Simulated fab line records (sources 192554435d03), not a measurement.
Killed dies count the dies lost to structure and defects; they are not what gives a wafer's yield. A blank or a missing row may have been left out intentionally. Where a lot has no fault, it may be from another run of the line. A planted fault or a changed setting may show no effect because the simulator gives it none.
Which tool did it?    flow n5Finfet    6 lots, 18 wafers sampled, at 2 steps of a route of 1938

WHAT THE GAUGES READ, wafer by wafer
N5_PASSIVATION_OVL_MEAS_66.
lot   measured      on          PASS_OPEN_OVL (nm)
L228  day 13 23:32  overlay-01  0 2 0
L231  day 15 17:54  overlay-02  -2 4 -2
L234  day 17 02:58  overlay-01  2 -2 7
L238  day 17 23:26  overlay-02  1 11 -2
L241  day 18 18:26  overlay-02  -2 5 -1
L250  day 20 05:35  overlay-01  0 1 7

WHICH TOOL RAN EACH LOT (tool, then ch and the chambers of the sampled wafers, then the start)
lot   N5_GATE_CUT_CUT_ETCH_53
L228  rieMetal-03 ch 0,1, day 4 20:08
L231  rieMetal-01 ch 0,1, day 5 12:12
L234  rieMetal-03 ch 0,1, day 6 16:14
L238  rieMetal-03 ch 0,1, day 7 09:01
L241  rieMetal-03 ch 1, day 7 23:17
L250  rieMetal-02 ch 0, day 10 07:19
- N5_GATE_CUT_CUT_ETCH_53: etches W in SF6/Cl2, target depth 79.2 nm.

THE ANSWER, worked out from the rows above alone
Rule: the lots themselves supply what counts as usual. The widest of any qualifying gaps counts: lots, ordered by their means at a reading, are off when they make up no more than a third of the lots, leave a main group of 4 or more, and stand apart from it by 3 or more times the standard deviation of that group's means. If all means in a main group match to the digits the tables above print for the reading, that group is not used. Also off: a lot with no number at a reading for which 4 or more lots have one. Where the step has rows for the other lots, those lots are counted as sound.
Nothing can be told from this: no lot is off at any reading shown.

WHAT THE SIMULATOR HAD INSERTED
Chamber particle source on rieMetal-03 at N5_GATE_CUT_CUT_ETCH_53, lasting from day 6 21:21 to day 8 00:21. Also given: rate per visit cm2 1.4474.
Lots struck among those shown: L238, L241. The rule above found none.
